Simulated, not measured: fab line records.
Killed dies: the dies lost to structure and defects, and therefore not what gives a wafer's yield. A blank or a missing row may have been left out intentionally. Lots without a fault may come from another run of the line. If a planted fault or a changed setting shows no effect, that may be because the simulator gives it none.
fab line records	flow nandHarc
[record] lots = 24	wafers = 72	lastDay = 33
route steps=1302 shown P_M2@330 P_BONDPAD@353 A_CHANNEL_HOLE_D1@468 A_CHANNEL_FILL_D1@494
lots untouched by any fault: they come from a run of this same line in which no faults occurred
startH: hours from the record's first day to the start of the lot's first wafer shown	waitH: hours elapsed since this lot's preceding step	" same as the row above	L1.1+2: one row covering several wafers at once	- no value present, or no start provided	* or withheld: withheld	< > ~ a bound
route shown NAME@n: names a module that has steps shown in the file, with the first one's number in the route	usual: the fault-free wafers' mean and standard deviation	same: alike in all rows	chamber/n: place in a boat	sites: readings site by site	_std_site: their standard deviation	_edge_site: inner sites' mean taken away from outer sites' mean	radiusMm: for every site, how far away it sits from the centre of the wafer	mask NAME#n: copy n	behind: the most recent tool/chamber to have shaped the wafer	hold: the reason the lot was held/the length of the hold in hours/how it ended	device: the transistor (n, p or np) that didn't switch	end of line: the same wafers' tests at the end of the route	a step with no rows: only its recipe	killed: dies lost to structure and defects at the first sort, not the wafer's yield	map: the dies of a wafer, with x for killed, . for not killed, _ for no die there
set.NAME: the run value of the setting; set.NAME@STEP: its run value at that earlier step	model.NAME: the simulator's own value behind a step, which no gauge read
one table for each step of the route and one row for each wafer, over a sample of lots
services: from which hour (startH, from the record's first day; less than 0 if before it) a tool's chamber was out of use, for how many hours, and why
[[steps]]
[step NHARC_P_M2_INSPECT_11]
[usual] rawDefectCount = 5.0/2.5
lot.wafer	tool	chamber	startH	waitH	rawDefectCount
L074.1	defectInspect-01	-	129.68	0.0	1
L074.5	"	-	"	"	3
L074.6	"	-	"	"	4
L075.2	defectInspect-02	-	144.69	0.0	3
L075.4	"	-	"	"	6
L075.5	"	-	"	"	4
L076.1	defectInspect-01	-	145.36	0.0	3
L076.2	"	-	"	"	4
L076.4	"	-	"	"	6
L077.3	defectInspect-01	-	159.95	0.0	9
L077.4	"	-	"	"	5
L077.5	"	-	"	"	2
L078.1	defectInspect-01	-	167.51	0.0	9
L078.3	"	-	"	"	3
L078.4	"	-	"	"	4
L079.1	defectInspect-02	-	183.73	0.0	3
L079.2	"	-	"	"	5
L079.3	"	-	"	"	5
L080.2	defectInspect-01	-	193.41	0.0	4
L080.3	"	-	"	"	2
L080.5	"	-	"	"	6
L081.3	defectInspect-02	-	205.51	0.0	3
L081.5	"	-	"	"	9
L081.6	"	-	"	"	12
L082.2	defectInspect-01	-	218.28	0.0	4
L082.4	"	-	"	"	7
L082.5	"	-	"	"	3
L083.2	defectInspect-01	-	225.56	0.0	4
L083.3	"	-	"	"	8
L083.6	"	-	"	"	5
L084.3	defectInspect-02	-	240.52	0.0	2
L084.5	"	-	"	"	7
L084.6	"	-	"	"	6
L086.2	defectInspect-01	-	248.30	0.0	2
L086.5	"	-	"	"	6
L086.6	"	-	"	"	2
L085.3	defectInspect-01	-	248.74	0.0	4
L085.4	"	-	"	"	8
L085.5	"	-	"	"	2
L087.3	defectInspect-01	-	259.88	0.0	4
L087.5	"	-	"	"	4
L087.6	"	-	"	"	3
L088.1	defectInspect-02	-	276.40	0.0	7
L088.3	"	-	"	"	6
L088.6	"	-	"	"	5
L089.1	defectInspect-01	-	286.89	0.0	5
L089.4	"	-	"	"	5
L089.5	"	-	"	"	4
L090.2	defectInspect-01	-	290.64	0.0	5
L090.3	"	-	"	"	9
L090.6	"	-	"	"	6
L091.3	defectInspect-01	-	303.58	0.0	8
L091.4	"	-	"	"	9
L091.5	"	-	"	"	12
L092.1	defectInspect-01	-	312.45	0.0	5
L092.2	"	-	"	"	5
L092.5	"	-	"	"	8
L093.1	defectInspect-01	-	313.04	0.0	6
L093.5	"	-	"	"	2
L093.6	"	-	"	"	1
L094.1	defectInspect-01	-	326.82	0.0	3
L094.2	"	-	"	"	6
L094.5	"	-	"	"	8
L095.2	defectInspect-02	-	337.15	0.0	5
L095.4	"	-	"	"	10
L095.5	"	-	"	"	12
L096.2	defectInspect-02	-	346.06	0.0	4
L096.3	"	-	"	"	1
L096.4	"	-	"	"	5
L097.2	defectInspect-02	-	361.22	0.0	6
L097.3	"	-	"	"	6
L097.6	"	-	"	"	2
[step NHARC_P_M2_PRE_CLEAN_32]
[recipe] timeS = 12	tempC = 370	rfPowerW = 300	gas = NH3
[usual] heaterPowerW = 637/86
lot.wafer	tool	chamber	startH	waitH	heaterPowerW
L074.1	pecvd-03	2	132.45	0.1	645
L074.6	"	0	"	"	749
L074.5	"	2	"	"	645
L075.2	pecvd-04	0	147.43	0.1	543
L075.5	"	0	"	"	524
L075.4	"	1	"	"	710
L076.1	pecvd-03	2	148.05	0.1	592
L076.2	"	1	"	"	574
L076.4	"	1	"	"	549
L077.3	pecvd-01	1	162.71	0.1	651
L077.4	"	0	"	"	641
L077.5	"	2	"	"	531
L078.3	pecvd-04	2	170.23	0.1	605
L078.1	"	0	"	"	583
L078.4	"	0	"	"	589
L079.3	pecvd-01	2	186.56	0.1	528
L079.2	"	0	"	"	677
L079.1	"	1	"	"	587
L080.3	pecvd-01	2	196.13	0.1	540
L080.2	"	1	"	"	652
L080.5	"	0	"	"	683
L081.3	pecvd-01	1	208.23	0.1	561
L081.5	"	1	"	"	571
L081.6	"	0	"	"	716
L082.2	pecvd-03	0	221.12	0.1	812
L082.5	"	1	"	"	609
L082.4	"	2	"	"	702
L083.3	pecvd-03	0	228.35	0.1	807
L083.2	"	1	"	"	538
L083.6	"	0	"	"	807
L084.3	pecvd-03	2	243.21	0.1	644
L084.5	"	0	"	"	825
L084.6	"	1	"	"	573
L086.2	pecvd-01	1	251.03	0.1	610
L086.6	"	0	"	"	738
L086.5	"	1	"	"	618
L085.3	pecvd-04	2	251.55	0.1	555
L085.4	"	1	"	"	663
L085.5	"	2	"	"	554
L087.3	pecvd-01	2	262.62	0.1	523
L087.6	"	0	"	"	715
L087.5	"	2	"	"	521
L088.3	pecvd-03	0	279.57	0.1	744
L088.1	"	1	"	"	613
L088.6	"	2	"	"	687
L089.1	pecvd-03	1	290.63	0.1	562
L089.4	"	1	"	"	563
L089.5	"	2	"	"	685
L090.3	pecvd-04	1	294.01	0.1	621
L090.2	"	2	"	"	549
L090.6	"	0	"	"	554
L091.3	pecvd-03	1	306.40	0.1	618
L091.4	"	1	"	"	624
L091.5	"	2	"	"	729
L092.1	pecvd-03	2	315.30	0.1	651
L092.2	"	1	"	"	614
L092.5	"	0	"	"	797
L093.1	pecvd-03	0	315.78	0.1	775
L093.6	"	1	"	"	528
L093.5	"	2	"	"	680
L094.2	pecvd-04	2	329.54	0.1	537
L094.1	"	0	"	"	550
L094.5	"	0	"	"	556
L095.2	pecvd-01	1	339.89	0.1	575
L095.5	"	0	"	"	682
L095.4	"	1	"	"	582
L096.3	pecvd-03	1	348.75	0.1	625
L096.2	"	0	"	"	825
L096.4	"	1	"	"	637
L097.3	pecvd-04	0	363.91	0.1	532
L097.2	"	2	"	"	656
L097.6	"	1	"	"	566
[step NHARC_P_BONDPAD_THK_MEAS_33]
[recipe] thkMeasGauge = ellipsometry
[usual] thkNm = 200.1/1.7
lot.wafer	tool	chamber	startH	waitH	thkNm
L074.1	filmMetro-02	-	133.59	0.2	196.5
L074.5	"	-	"	"	201.9
L074.6	"	-	"	"	200.6
L075.2	filmMetro-02	-	148.55	0.2	200.8
L075.4	"	-	"	"	204.1
L075.5	"	-	"	"	200.4
L076.1	filmMetro-01	-	149.20	0.2	198.2
L076.2	"	-	"	"	199.6
L076.4	"	-	"	"	197.6
L077.3	filmMetro-01	-	163.85	0.2	198.9
L077.4	"	-	"	"	202.4
L077.5	"	-	"	"	198.6
L078.1	filmMetro-02	-	171.38	0.2	200.8
L078.3	"	-	"	"	200.4
L078.4	"	-	"	"	200.9
L079.1	filmMetro-01	-	187.71	0.1	198.7
L079.2	"	-	"	"	197.5
L079.3	"	-	"	"	198.2
L080.2	filmMetro-02	-	197.26	0.2	199.8
L080.3	"	-	"	"	199.3
L080.5	"	-	"	"	198.6
L081.3	filmMetro-01	-	209.38	0.2	199.2
L081.5	"	-	"	"	201.3
L081.6	"	-	"	"	197.1
L082.2	filmMetro-02	-	222.25	0.2	199.7
L082.4	"	-	"	"	199.4
L082.5	"	-	"	"	199.1
L083.2	filmMetro-02	-	229.46	0.2	198.2
L083.3	"	-	"	"	200.0
L083.6	"	-	"	"	202.1
L084.3	filmMetro-02	-	244.36	0.2	200.0
L084.5	"	-	"	"	199.1
L084.6	"	-	"	"	200.1
L086.2	filmMetro-02	-	252.18	0.2	202.2
L086.5	"	-	"	"	200.2
L086.6	"	-	"	"	202.4
L085.3	filmMetro-02	-	252.67	0.2	200.8
L085.4	"	-	"	"	196.6
L085.5	"	-	"	"	202.8
L087.3	filmMetro-01	-	263.75	0.2	198.6
L087.5	"	-	"	"	202.0
L087.6	"	-	"	"	199.0
L088.1	filmMetro-02	-	280.71	0.2	199.5
L088.3	"	-	"	"	199.9
L088.6	"	-	"	"	200.8
L089.1	filmMetro-02	-	291.76	0.2	197.5
L089.4	"	-	"	"	200.6
L089.5	"	-	"	"	198.2
L090.2	filmMetro-01	-	295.34	0.2	197.2
L090.3	"	-	"	"	199.2
L090.6	"	-	"	"	203.3
L091.3	filmMetro-01	-	307.55	0.2	202.5
L091.4	"	-	"	"	201.6
L091.5	"	-	"	"	201.7
L092.1	filmMetro-02	-	316.45	0.2	197.8
L092.2	"	-	"	"	198.6
L092.5	"	-	"	"	198.1
L093.1	filmMetro-02	-	316.91	0.2	200.0
L093.5	"	-	"	"	200.6
L093.6	"	-	"	"	200.1
L094.1	filmMetro-01	-	330.86	0.2	197.9
L094.2	"	-	"	"	200.5
L094.5	"	-	"	"	203.8
L095.2	filmMetro-01	-	341.01	0.2	199.6
L095.4	"	-	"	"	200.7
L095.5	"	-	"	"	201.7
L096.2	filmMetro-01	-	349.90	0.2	198.4
L096.3	"	-	"	"	200.6
L096.4	"	-	"	"	199.5
L097.2	filmMetro-01	-	365.05	0.2	198.4
L097.3	"	-	"	"	198.7
L097.6	"	-	"	"	201.2
[step NHARC_P_BONDPAD_CD_MEAS_09]
[recipe] targetCdNm = 500	landingEnergyEv = 500
[usual] cdNm = 499.3/1.7
lot.wafer	tool	chamber	startH	waitH	cdNm
L074.1	cdSem-01	0	134.16	-	498.1
L074.5	"	0	"	"	498.7
L074.6	"	0	"	"	499.9
L075.2	cdSem-01	0	149.12	-	502.5
L075.4	"	0	"	"	499.6
L075.5	"	0	"	"	497.4
L076.1	cdSem-03	0	149.77	-	497.7
L076.2	"	0	"	"	501.5
L076.4	"	0	"	"	500.2
L077.3	cdSem-03	0	164.30	-	499.8
L077.4	"	0	"	"	503.6
L077.5	"	0	"	"	500.6
L078.1	cdSem-02	0	171.95	-	499.3
L078.3	"	0	"	"	499.5
L078.4	"	0	"	"	497.9
L079.1	cdSem-02	0	188.15	-	500.3
L079.2	"	0	"	"	498.5
L079.3	"	0	"	"	497.8
L080.2	cdSem-02	0	197.83	-	498.2
L080.3	"	0	"	"	497.6
L080.5	"	0	"	"	500.8
L081.3	cdSem-01	0	209.95	-	498.1
L081.5	"	0	"	"	497.9
L081.6	"	0	"	"	496.9
L082.2	cdSem-01	0	222.70	-	498.3
L082.4	"	0	"	"	500.2
L082.5	"	0	"	"	499.4
L083.2	cdSem-02	0	229.91	-	498.2
L083.3	"	0	"	"	498.7
L083.6	"	0	"	"	499.3
L084.3	cdSem-01	0	244.94	-	498.6
L084.5	"	0	"	"	500.4
L084.6	"	0	"	"	500.9
L086.2	cdSem-01	0	252.75	-	499.7
L086.5	"	0	"	"	500.6
L086.6	"	0	"	"	499.0
L085.3	cdSem-01	0	253.24	-	497.5
L085.4	"	0	"	"	499.4
L085.5	"	0	"	"	497.7
L087.3	cdSem-03	0	264.19	-	500.9
L087.5	"	0	"	"	498.2
L087.6	"	0	"	"	496.4
L088.1	cdSem-03	0	281.16	-	495.3
L088.3	"	0	"	"	497.4
L088.6	"	0	"	"	497.6
L089.1	cdSem-03	0	292.33	-	500.9
L089.4	"	0	"	"	498.4
L089.5	"	0	"	"	498.5
L090.2	cdSem-03	0	295.92	-	496.6
L090.3	"	0	"	"	499.0
L090.6	"	0	"	"	496.1
L091.3	cdSem-02	0	308.12	-	500.1
L091.4	"	0	"	"	500.3
L091.5	"	0	"	"	497.4
L092.1	cdSem-02	0	317.02	-	501.6
L092.2	"	0	"	"	499.0
L092.5	"	0	"	"	498.6
L093.1	cdSem-02	0	317.47	-	502.1
L093.5	"	0	"	"	499.3
L093.6	"	0	"	"	501.6
L094.1	cdSem-03	0	331.44	-	499.4
L094.2	"	0	"	"	498.3
L094.5	"	0	"	"	498.0
L095.2	cdSem-01	0	341.45	-	499.2
L095.4	"	0	"	"	502.0
L095.5	"	0	"	"	499.2
L096.2	cdSem-01	0	350.47	-	499.8
L096.3	"	0	"	"	502.8
L096.4	"	0	"	"	502.3
L097.2	cdSem-02	0	365.50	-	499.9
L097.3	"	0	"	"	497.7
L097.6	"	0	"	"	500.6
[step NHARC_A_CHANNEL_HOLE_D1_ETCH_34]
[recipe] targetDepthA = 1540	timeS = 77	cf4FlowSccm = 100	chf3FlowSccm = 30	arFlowSccm = 0	rfW = 500	biasW = 200	chemistry = CF4/CHF3
[usual] biasW = 200.0/0.61	drypumpMotorCurrentA = 5.7/0.47	oesProductAu = 0.944/0.025	rfVppV = 372.0/2.5	showerheadPlenumPTorr = 1.62/0.071	throttleValvePct = 16.803/0.0084
lot.wafer	tool	chamber	startH	waitH	biasW	drypumpMotorCurrentA	oesProductAu	rfHoursCounterH	rfVppV	showerheadPlenumPTorr	throttleValvePct
L074.1	rieDiel-11	3	-	-	199.4	6.2	0.916	9	372.5	1.65	16.793
L074.6	"	0	"	"	198.6	5.4	0.920	-	367.6	1.47	16.818
L074.5	"	1	"	"	200.4	5.0	0.918	-	374.3	1.68	16.807
L076.1	rieDiel-11	0	-	-	200.4	5.4	0.923	10	366.5	1.47	16.815
L076.4	"	2	"	"	199.8	6.3	0.919	10	372.7	1.64	16.795
L076.2	"	3	"	"	200.6	6.2	0.925	10	372.8	1.64	16.798
L075.2	rieDiel-13	0	-	-	199.9	5.2	0.967	11	374.4	1.62	16.814
L075.5	"	0	"	"	200.8	5.2	0.971	-	371.1	1.62	16.814
L075.4	"	3	"	"	199.8	5.9	0.959	-	373.1	1.61	16.800
L077.3	rieDiel-11	0	-	-	200.1	5.4	0.982	11	366.8	1.47	16.790
L077.4	"	1	"	"	200.4	5.0	0.946	11	374.5	1.68	16.794
L077.5	"	3	"	"	199.5	6.2	0.982	-	374.2	1.64	16.791
L078.1	rieDiel-11	0	-	-	200.4	5.4	0.923	11	366.7	1.47	16.796
L078.3	"	2	"	"	199.8	6.3	0.913	11	372.0	1.64	16.805
L078.4	"	3	"	"	200.6	6.2	0.931	11	373.7	1.64	16.803
L079.2	rieDiel-13	3	-	-	199.7	5.9	0.965	23	373.1	1.60	16.812
L079.1	"	1	"	"	200.0	5.9	0.962	10	372.9	1.68	16.799
L079.3	"	2	"	"	200.2	5.5	0.974	19	371.7	1.60	16.795
L080.3	rieDiel-11	0	-	-	199.2	5.3	0.922	13	367.6	1.47	16.788
L080.2	"	2	"	"	200.0	6.3	0.912	13	373.5	1.64	16.805
L080.5	"	1	"	"	200.5	5.0	0.914	-	375.5	1.68	16.791
L081.3	rieDiel-13	0	-	-	199.3	5.3	0.931	30	372.6	1.62	16.808
L081.6	"	0	"	"	200.7	5.2	0.934	-	372.8	1.62	16.801
L081.5	"	1	"	"	200.3	5.9	0.967	-	374.3	1.68	16.799
L082.4	rieDiel-11	3	-	-	200.2	6.2	0.993	1	372.0	1.64	16.803
L082.2	"	0	"	"	200.3	5.4	0.969	1	366.9	1.47	16.801
L082.5	"	1	"	"	199.8	5.0	0.957	-	374.8	1.68	16.809
L083.2	rieDiel-11	0	-	-	200.1	5.4	0.968	1	368.3	1.47	16.824
L083.3	"	2	"	"	199.8	6.3	0.977	1	373.1	1.64	16.814
L083.6	"	0	"	"	201.2	5.4	0.967	-	366.3	1.47	16.815
L084.3	rieDiel-13	3	-	-	198.9	5.9	0.974	41	370.4	1.60	16.808
L084.6	"	3	"	"	200.0	5.9	0.978	-	371.1	1.60	16.792
L084.5	"	0	"	"	199.9	5.3	0.979	-	372.5	1.61	16.813
L085.3	rieDiel-01	1	-	-	199.8	6.0	0.903	27	372.0	1.60	16.807
L085.4	"	2	"	"	200.5	5.5	0.916	21	370.8	1.57	16.804
L085.5	"	3	"	"	198.3	6.1	0.925	-	375.1	1.68	16.805
L086.2	rieDiel-11	3	-	-	199.6	6.2	0.980	4	371.9	1.64	16.818
L086.6	"	1	"	"	200.9	5.0	0.968	-	374.4	1.68	16.788
L086.5	"	2	"	"	200.0	6.3	0.973	-	373.3	1.64	16.792
L087.3	rieDiel-01	0	-	-	198.3	5.4	0.960	32	374.9	1.69	16.813
L087.6	"	3	"	"	200.3	6.1	0.962	-	374.6	1.68	16.811
L087.5	"	0	"	"	199.3	5.4	0.968	-	373.8	1.69	16.799
L088.1	rieDiel-13	2	-	-	199.0	5.5	0.965	48	371.5	1.59	16.805
L088.3	"	1	"	"	200.2	5.9	0.949	40	374.3	1.68	16.811
L088.6	"	3	"	"	200.4	5.9	0.995	-	371.4	1.60	16.820
L089.1	rieDiel-01	3	-	-	200.2	6.1	0.934	37	373.0	1.68	16.802
L089.4	"	1	"	"	200.6	6.0	0.910	38	370.7	1.59	16.803
L089.5	"	0	"	"	199.1	5.4	0.924	-	374.0	1.69	16.801
L090.2	rieDiel-11	0	-	-	199.8	5.4	0.933	7	365.7	1.47	16.825
L090.3	"	1	"	"	199.5	5.0	0.910	6	373.7	1.68	16.792
L090.6	"	2	"	"	199.3	6.3	0.920	-	371.6	1.64	16.795
L091.4	rieDiel-11	1	-	-	199.6	5.0	0.953	7	372.6	1.68	16.805
L091.3	"	3	"	"	201.0	6.2	0.989	7	372.5	1.64	16.798
L091.5	"	2	"	"	199.0	6.3	0.973	-	373.7	1.64	16.793
L093.1	rieDiel-11	3	-	-	200.2	6.2	0.936	8	372.3	1.64	16.804
L093.5	"	0	"	"	200.8	5.4	0.925	-	367.9	1.47	16.798
L093.6	"	1	"	"	200.2	5.0	0.910	-	373.8	1.68	16.791
L092.1	rieDiel-01	2	-	-	199.2	5.5	0.914	42	369.1	1.56	16.806
L092.2	"	3	"	"	200.2	6.1	0.925	43	373.3	1.67	16.812
L092.5	"	2	"	"	199.8	5.5	0.904	-	370.7	1.56	16.798
L094.1	rieDiel-13	0	-	-	200.4	5.2	0.937	10	372.5	1.61	16.810
L094.2	"	1	"	"	200.4	5.9	0.946	10	373.7	1.67	16.798
L094.5	"	3	"	"	199.4	5.9	0.952	-	372.1	1.59	16.804
L095.2	rieDiel-11	3	-	-	199.4	6.2	0.945	10	372.4	1.64	16.808
L095.4	"	1	"	"	200.6	5.0	0.941	10	374.3	1.68	16.800
L095.5	"	3	"	"	199.8	6.2	0.959	-	373.5	1.64	16.792
L096.2	rieDiel-11	1	-	-	199.4	5.0	0.899	11	373.8	1.68	16.792
L096.3	"	3	"	"	200.5	6.2	0.925	11	372.4	1.64	16.798
L096.4	"	0	"	"	200.5	5.4	0.930	11	366.5	1.47	16.802
L097.2	rieDiel-11	3	-	-	200.0	6.2	0.931	12	371.5	1.64	16.795
L097.3	"	0	"	"	200.1	5.4	0.923	13	367.3	1.47	16.806
L097.6	"	3	"	"	200.1	6.2	0.919	-	372.8	1.64	16.785
[step NHARC_A_CHANNEL_FILL_D1_ALD_14]
[recipe] targetThkA = 25	pulseTimeS = 10	aldCycles = 25	tempC = 300	material = SiO2
[usual] heaterPowerW = 481/44	precursorPulseHeightRel = 1.001/0.022
[same] aldCycles = 25
lot.wafer	tool	chamber	startH	waitH	heaterPowerW	precursorPulseHeightRel
L074.1	aldHk-01	2	196.33	0.1	511	0.991
L074.5	"	0	"	"	464	1.000
L074.6	"	1	"	"	443	0.998
L076.4	aldHk-01	1	211.89	0.0	445	1.007
L076.1	"	2	"	"	502	0.994
L076.2	"	3	"	"	548	0.982
L075.2	aldHk-03	2	212.03	0.2	432	0.987
L075.4	"	3	"	"	553	1.018
L075.5	"	0	"	"	424	1.008
L077.3	aldHk-01	1	221.85	0.0	441	1.048
L077.4	"	0	"	"	457	0.993
L077.5	"	1	"	"	434	0.988
L078.1	aldHk-04	2	227.68	0.0	482	0.986
L078.3	"	3	"	"	484	1.023
L078.4	"	1	"	"	449	1.024
L079.2	aldHk-01	1	253.65	0.0	434	1.002
L079.1	"	3	"	"	551	0.971
L079.3	"	0	"	"	463	1.022
L080.2	aldHk-04	3	253.69	0.1	509	0.995
L080.3	"	0	"	"	541	0.995
L080.5	"	2	"	"	476	0.993
L081.3	aldHk-04	1	272.51	0.0	462	0.986
L081.6	"	1	"	"	457	0.967
L081.5	"	2	"	"	486	0.988
L082.4	aldHk-03	2	288.31	0.0	439	1.031
L082.2	"	1	"	"	453	1.018
L082.5	"	3	"	"	548	0.967
L083.2	aldHk-01	0	291.85	0.0	465	1.010
L083.3	"	3	"	"	544	0.998
L083.6	"	0	"	"	459	0.992
L084.3	aldHk-03	3	303.87	0.3	549	0.983
L084.5	"	0	"	"	427	1.003
L084.6	"	1	"	"	452	0.991
L085.4	aldHk-04	3	310.42	0.1	504	1.010
L085.3	"	0	"	"	536	1.022
L085.5	"	0	"	"	529	0.986
L086.2	aldHk-01	1	314.56	0.0	439	0.992
L086.6	"	1	"	"	438	0.971
L086.5	"	2	"	"	496	0.958
L087.3	aldHk-03	2	324.08	0.2	429	0.977
L087.5	"	2	"	"	432	0.989
L087.6	"	3	"	"	561	0.965
L088.3	aldHk-04	0	342.60	0.1	531	0.991
L088.1	"	1	"	"	460	1.000
L088.6	"	3	"	"	512	1.018
L089.1	aldHk-01	0	349.86	0.0	454	1.003
L089.4	"	2	"	"	511	1.032
L089.5	"	1	"	"	448	1.020
L090.3	aldHk-04	2	360.17	0.1	477	1.026
L090.2	"	3	"	"	507	1.047
L090.6	"	0	"	"	532	0.989
L091.4	aldHk-03	2	368.62	0.0	431	1.030
L091.3	"	3	"	"	534	1.010
L091.5	"	2	"	"	446	0.995
L093.1	aldHk-03	0	373.11	0.1	421	0.938
L093.5	"	3	"	"	556	1.041
L093.6	"	0	"	"	419	0.988
L092.1	aldHk-04	1	373.15	0.1	472	1.000
L092.2	"	2	"	"	489	1.015
L092.5	"	0	"	"	537	0.992
L094.2	aldHk-01	2	392.94	0.1	522	1.005
L094.1	"	0	"	"	464	0.990
L094.5	"	1	"	"	443	1.048
L096.4	aldHk-01	0	411.84	0.0	461	0.993
L096.2	"	1	"	"	427	0.988
L096.3	"	2	"	"	502	1.000
L095.2	aldHk-03	1	411.91	0.1	456	1.018
L095.4	"	2	"	"	437	0.981
L095.5	"	0	"	"	407	0.980
L097.2	aldHk-01	2	427.13	0.1	510	0.991
L097.3	"	0	"	"	465	1.052
L097.6	"	1	"	"	440	1.027
[[services]]
tool	chamber	startH	hours	kind
rieDiel-13	2	111.56	2.7	repair
aldHk-01	-	119.11	10.0	pm
pecvd-01	1	119.52	16.4	repair
pecvd-01	-	130.12	13.0	pm
rieDiel-13	-	140.15	2.1	repair
pecvd-04	2	157.27	12.5	repair
rieDiel-13	-	165.00	9.0	pm
rieDiel-13	2	179.56	4.7	repair
rieDiel-13	1	183.68	37.0	repair
pecvd-03	-	185.43	13.0	pm
pecvd-03	-	209.55	0.5	repair
aldHk-03	-	212.56	10.0	pm
aldHk-04	-	254.00	10.0	pm
rieDiel-11	-	255.50	9.0	pm
pecvd-04	-	269.12	13.0	pm
rieDiel-11	1	275.12	7.7	repair
rieDiel-13	3	290.32	11.8	repair
pecvd-01	2	308.65	4.2	repair
pecvd-01	-	311.45	13.0	pm
aldHk-03	-	325.75	1.5	repair
rieDiel-11	3	362.33	4.3	repair
pecvd-03	-	366.43	13.0	pm
pecvd-01	2	385.84	4.8	repair
aldHk-03	-	390.56	10.0	pm
[[key]]
fault none
